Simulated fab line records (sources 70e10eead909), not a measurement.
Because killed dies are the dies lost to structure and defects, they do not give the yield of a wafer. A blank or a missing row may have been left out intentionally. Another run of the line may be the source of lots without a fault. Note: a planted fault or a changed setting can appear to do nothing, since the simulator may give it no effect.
A lot that was struck, set against a sound lot + flow nand-harc + 13 out of 1302 route steps
Sound: these wafers, L195.1, L195.2, L195.4. Wafers struck: L192.1, L192.2, L192.4. The cause comes at the end.
At each step with rows: each side's tool, then ch and its chambers, then its first start. Under that, the readings that differ: sound wafers + struck wafers + difference of the means + sigmas: that difference in standard deviations of wafers without a fault.
alike: readings whose means differ by less than 2 such deviations, and words and numbers that are the same on both sides. not compared: withheld readings, readings that some wafer has no value for, bounds like >300 that may hide the same value, and numbers for which the record gives no deviation and whose values overlap.
A row with sigmas, a row that says differs or no value, or rows on one side alone: a step with any of these is where the two part. Non-overlapping numbers with no deviation appear without sigmas and do not part them. A reading that every wafer of one side lacks parts them only if that side has two wafers or more.

NHARC_P_CONTACT_DEP_00: deposits SiO2, target thk 500 nm.
  sound on pecvd-04 ch 0,2; struck on pecvd-04 ch 0,1,2
  alike: heater-power-w, mfc-precursor-sccm, throttle-valve-pct
NHARC_P_CONTACT_CMP_01: polishes SiO2, target thk 200 nm.
  sound on cmp-02 ch 0,1,2, day 13 04:47; struck on cmp-01 ch 1,2,3, day 11 22:43
  alike: motor-current-A, slurry-flow-ml-min
then, 9 steps without rows for these wafers: NHARC_P_CONTACT_SRD_03; NHARC_P_CONTACT_DEHYDRATE_04 (time 120 s); NHARC_P_CONTACT_HMDS_05 (time 30 s); NHARC_P_CONTACT_COAT_33 (time 75 s); NHARC_P_CONTACT_COAT_34 (time 65 s); NHARC_P_CONTACT_COAT_06 (resist thk 90 nm); NHARC_P_CONTACT_SOFTBAKE_07 (time 55 s); NHARC_P_CONTACT_EBR_08; NHARC_P_CONTACT_EXPOSE_09 (exposes mask P CA, target cd 90 nm).
NHARC_P_CONTACT_PEB_10: peb time 65 s.
  struck on litho-track-06, day 11 23:26; sound on litho-track-04 ch 0, day 13 05:25
  no value came back on the struck wafers for chill-plate-temp-C (C), exhaust-pa (Pa); on the sound wafers chill-plate-temp-C (C) reads 22.85 22.82 22.86
then, 1 step without rows for these wafers: NHARC_P_CONTACT_DEVELOP_11 (develop time 35 s).

WHERE THEY PART
NHARC_P_CONTACT_PEB_10 only, going by this record.

WHY: the cause the simulator had injected
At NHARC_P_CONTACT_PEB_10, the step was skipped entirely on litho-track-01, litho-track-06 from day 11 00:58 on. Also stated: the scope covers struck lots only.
